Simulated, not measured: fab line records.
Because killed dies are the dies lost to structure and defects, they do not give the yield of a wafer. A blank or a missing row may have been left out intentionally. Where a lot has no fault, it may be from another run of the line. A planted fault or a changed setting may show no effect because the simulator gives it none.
The tool behind it: which one?    flow nand-harc    6 lots with 18 wafers sampled at 5 steps, on a route of 1302 steps

== WHAT THE GAUGES READ, wafer by wafer ==
NHARC_END_SORT_01.
lot   measured      on         killed-at-periphery
L838  day 24 23:59  prober-02  6 3 5
L842  day 27 02:43  prober-01  3 0 3
L846  day 29 02:55  prober-02  8 4 9
L857  day 33 03:14  prober-02  606 8 602

== TOOL THAT RAN EACH LOT (tool first, then ch and the chambers of the sampled wafers, then the start) ==
lot   NHARC_P_BONDPAD_ECD_18          NHARC_A_BONDPAD_CMP_19         NHARC_THIN_TSV_ANNEAL_52          NHARC_THIN_TSV_CMP_21
L838  ecd-cu-02 ch 0, day 8 03:09     cmp-04 ch 1,3, day 23 22:02    rtp-anneal-02 ch 0, day 24 12:08  cmp-03 ch 0,3, day 24 12:26
L842  ecd-cu-02 ch 0,1, day 9 16:47   cmp-04 ch 2,3, day 25 20:45    rtp-anneal-02 ch 0, day 26 13:32  cmp-02 ch 0,1, day 26 13:43
L846  ecd-cu-01 ch 0,1, day 11 05:41  cmp-01 ch 1,2,3, day 27 20:15  rtp-anneal-02 ch 0, day 28 15:11  cmp-01 ch 1,2, day 28 15:32
L849  ecd-cu-02 ch 0,1, day 12 22:21  cmp-04 ch 0,2,3, day 28 19:29  rtp-anneal-01 ch 0, day 29 10:38  cmp-03 ch 1,3, day 29 10:53
L851  ecd-cu-02 ch 0,1, day 14 00:12  cmp-04 ch 1,2,3, day 29 18:03  rtp-anneal-01 ch 0, day 30 12:03  cmp-03 ch 2,3, day 30 12:23
L857  ecd-cu-02 ch 0,1, day 15 21:14  cmp-04 ch 3, day 31 22:34      rtp-anneal-02 ch 0, day 32 15:56  cmp-01 ch 2, day 32 16:19
- NHARC_P_BONDPAD_ECD_18: material Cu, target thk 400 nm.
- NHARC_A_BONDPAD_CMP_19: polishes, t overpolish 30 s, cu recess touch 16 s, target thk 169.82 nm.
- NHARC_THIN_TSV_ANNEAL_52: time 90 s.
- NHARC_THIN_TSV_CMP_21: polishes, t overpolish 30 s, target thk 2000 nm.

== THE ANSWER, worked out from the rows above alone ==
Rule: the usual values come from the lots themselves. The widest of any qualifying gaps counts: lots, ordered by their means at a reading, are off when they make up no more than a third of the lots, leave a main group of 4 or more, and stand apart from it by 3 or more times the standard deviation of that group's means. A main group is skipped when, at the precision printed for the reading in the tables above, its means are all equal. A lot without any number at a reading at which 4 lots or more have one is off too. All remaining lots with rows at the step are treated as sound.
No lot is off at any reading shown: from this, nothing can be told.

== WHAT HAD BEEN PUT IN BY THE SIMULATOR ==
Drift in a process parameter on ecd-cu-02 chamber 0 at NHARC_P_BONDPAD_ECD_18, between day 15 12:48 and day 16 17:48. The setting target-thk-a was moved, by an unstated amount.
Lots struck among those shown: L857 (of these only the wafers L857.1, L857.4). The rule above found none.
